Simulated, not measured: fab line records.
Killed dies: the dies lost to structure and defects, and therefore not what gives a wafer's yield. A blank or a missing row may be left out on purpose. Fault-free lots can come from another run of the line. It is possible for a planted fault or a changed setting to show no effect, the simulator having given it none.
Problem report, 8D (eight disciplines) form, completed by code :: flow n5Finfet :: the parts of the form that need people (team, actions taken, sign-off) are left out

== 1. WHAT IS WRONG ==
M15_RS at N5_BEOL_M15_RS_MEAS_54 reads a mean of 0.0250 ohm/sq on 1 wafer of 1 lot; wafers without a fault read 0.0217 ohm/sq with a standard deviation of 0.00064. Measured from the usual mean, that is +5.2 standard deviations.
The step: measures by four-point-probe.
The first sign was on wafer L902.3 at day 14 21:09, on filmMetro-01. The record has a number at this step for 27 wafers belonging to 9 lots. The rule behind "out" and "out of limits": a value lying over 4 standard deviations away from the usual mean. The other wafers with a number count as sound.

== 2. WHAT THIS IS AND IS NOT ==
question: which readings at this step
is: M15_RS
is not: -

question: which lots
is: L902
is not: L898, L899, L903, L906, L913, L914, L915, L919

question: which wafers of those lots
is: L902.3
is not: L902.4, L902.5

question: read on which gauges
is: filmMetro-01
is not: filmMetro-02

question: when
is: from day 14 21:09
is not: up to then (11 sound wafers); but 15 sound wafers of L906, L913, L914, L915, L919 came after

== 3. WHAT RULES OUT EACH SUSPECT ==
Counting: a tool at a process step up to the reading stays a suspect if it ran every lot that is out. Sound lots after the first of them don't rule it out here, since some wafers of a struck lot are sound.
- ruled out: the gauge at N5_BEOL_M15_RS_MEAS_54. All the wafers that are out were read on filmMetro-01, but those of them that N5_BEOL_M15_TRENCH_ETCH_34 has rows for are out there too, on other tools.
- rieDiel-05 at N5_BEOL_M15_ETCH_61 (etches BARC in N2/H2, target depth 89 nm, overetch 26.7 nm, time 67.9 s): kept. The lot that is out, L902, ran on it at day 14 17:45; the last sound lot it ran before that was L903, at day 14 09:44.
- rieDiel-05 at N5_BEOL_M15_TRENCH_ETCH_34 (etches SiO2 in C4F8/O2/Ar, target depth 872.93 nm, time 199 s): kept. The lot that is out, L902, ran on it at day 14 17:48; the last sound lot it ran before that was L903, at day 14 09:47. Its own biasW, rfVppV readings are out on those wafers.
- rieDiel-06 at N5_BEOL_M15_STRIP_36 (strips in O2): kept. The lot that is out, L902, ran on it at day 14 19:20; the last sound lot it ran before that was L899, at day 12 12:13.
- pvdSputter-02 at N5_BEOL_M15_DEGAS_41 (time 60 s): kept. The lot that is out, L902, ran on it at day 14 19:50; the last sound lot it ran before that was L899, at day 12 12:34.
- In rieDiel-05 at N5_BEOL_M15_ETCH_61, the wafers that are out were processed in chamber 1 and their sound lot-mates in chambers 2, 3.
- In rieDiel-05 at N5_BEOL_M15_TRENCH_ETCH_34, the wafers that are out were processed in chamber 1 and their sound lot-mates in chambers 2, 3.
Left after counting: rieDiel-05 at N5_BEOL_M15_ETCH_61, rieDiel-05 at N5_BEOL_M15_TRENCH_ETCH_34, rieDiel-06 at N5_BEOL_M15_STRIP_36, pvdSputter-02 at N5_BEOL_M15_DEGAS_41.

== 4. THE CAUSE (what the simulator had put in) ==
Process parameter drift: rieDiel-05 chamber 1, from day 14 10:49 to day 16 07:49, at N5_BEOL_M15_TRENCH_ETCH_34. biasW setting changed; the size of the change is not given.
This tool is one of the 4 suspects left after counting.

== 5. THE EFFECT CHAIN, in route order ==
Rows list readings where the struck wafers' mean (over those with a number) sits beyond 3 standard deviations from the usual. Only readings whose record carries a usual standard deviation are examined. hours: median over the lots of the time between each lot's start at the first step of this table that gives one and its start at this step. sigmas: the change, counted in usual standard deviations.
hours: 0
step: N5_BEOL_M15_TRENCH_ETCH_34
reading: biasW
usual: 2041 W
on struck wafers: 1444
change: -597
sigmas: -99 or more

hours: 0
step: N5_BEOL_M15_TRENCH_ETCH_34
reading: rfVppV
usual: 2228 V
on struck wafers: 1753
change: -475
sigmas: -14

hours: 3
step: N5_BEOL_M15_THK_MEAS_50
reading: M15_THK
usual: 850 nm
on struck wafers: 748
change: -102
sigmas: -3.9

hours: 3
step: N5_BEOL_M15_RS_MEAS_54
reading: M15_RS
usual: 0.0217 ohm/sq
on struck wafers: 0.0250
change: +0.0033
sigmas: +5.2
The process steps in it:
- N5_BEOL_M15_TRENCH_ETCH_34: etches SiO2 in C4F8/O2/Ar, target depth 872.93 nm, time 199 s.

== 6. HOW IT WOULD HAVE BEEN CAUGHT EARLIER ==
The first out-of-limits reading at a measuring or inspecting step in this record came at day 14 21:09, 10 hours after the fault's start at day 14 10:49.
Tool's own readings at N5_BEOL_M15_TRENCH_ETCH_34, biasW, rfVppV: out on all struck wafers the step has rows for; an alarm limit on them would have tripped on the first.
The start of N5_BEOL_M15_TRENCH_ETCH_34 on rieDiel-05 came by day 14 21:09 for every one of the lots that are out (1). Had the tool been put on hold then, not one of them would have been saved.
